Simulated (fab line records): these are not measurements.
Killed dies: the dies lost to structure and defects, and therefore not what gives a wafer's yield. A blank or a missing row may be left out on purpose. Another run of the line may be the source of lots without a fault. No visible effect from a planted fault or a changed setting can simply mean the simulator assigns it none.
Chamber matching -- flow n5 finfet -- N5_BEOL_M4_VIA_ETCH_34 on rie diel-01 has 4 sister chambers
The step etches the open film in C4F6/O2, target depth 69.4 nm, time 65.9 s. 24 wafers are shown with their chamber, then 12 later ones without.

## WAFERS WITH THEIR CHAMBER
wafer,chamber,drypump motor current A (A),throttle valve pct (%),rf vpp V (V)
L074.3,1,6.3,30.7,649
L074.4,3,6.1,30.4,657
L074.5,3,6.1,30.4,657
L075.3,1,6.3,30.7,649
L075.4,0,4.8,31.3,671
L075.6,3,6.1,30.4,656
L076.1,1,6.3,30.7,650
L076.2,2,5.8,31.0,666
L076.5,3,6.1,30.4,657
L081.1,3,6.1,30.4,658
L081.3,2,5.8,31.0,665
L081.6,3,6.1,30.4,658
L082.1,1,6.3,30.7,647
L082.4,2,5.8,31.0,665
L082.5,2,5.8,31.0,666
L085.2,2,5.8,31.0,665
L085.3,1,6.3,30.7,648
L085.5,3,6.1,30.4,657
L086.2,1,6.3,30.7,648
L086.3,3,6.1,30.5,656
L086.6,1,6.3,30.7,648
L089.1,1,6.4,30.7,647
L089.3,2,5.8,31.0,664
L089.5,3,6.1,30.5,655

SIGNATURES, as means of the wafers listed above
reading,chamber 0,chamber 1,chamber 2,chamber 3,scatter within a chamber
drypump motor current A,4.800,6.312,5.800,6.100,0.0209
throttle valve pct,31.300,30.700,31.000,30.422,0.0279
rf vpp V,671.00,648.25,665.17,656.78,0.946
Rule: distance of a wafer from a chamber = root of the sum over the readings of ((wafer's reading minus chamber's mean) / reading's scatter) squared. If the next closest chamber is less than 2 further off than the closest, the wafer can't be placed; otherwise it belongs to the closest. The scatter: the root of (the sum of the squares of (reading less its chamber's mean) over the shown wafers, divided by (wafers less chambers)).

## WAFERS WITH NO CHAMBER GIVEN
wafer,drypump motor current A (A),throttle valve pct (%),rf vpp V (V)
L092.2,4.9,31.3,670
L092.4,5.8,31.0,664
L092.6,6.1,30.5,657
L093.2,5.8,31.0,664
L093.3,4.8,31.3,671
L093.6,5.8,31.0,666
L094.1,6.1,30.5,658
L094.2,4.8,31.3,670
L094.4,6.3,30.7,648
L095.4,6.1,30.5,658
L095.5,4.8,31.3,670
L095.6,6.3,30.7,647

## WHICH CHAMBER EACH WENT THROUGH
wafer,from the rows above,in truth
L092.2,0,0
L092.4,2,2
L092.6,3,3
L093.2,2,2
L093.3,0,0
L093.6,2,2
L094.1,3,3
L094.2,0,0
L094.4,1,1
L095.4,3,3
L095.5,0,0
L095.6,1,1
12 of 12 placed correctly. Left unplaced by these rows: 0. Wrongly placed: 0.
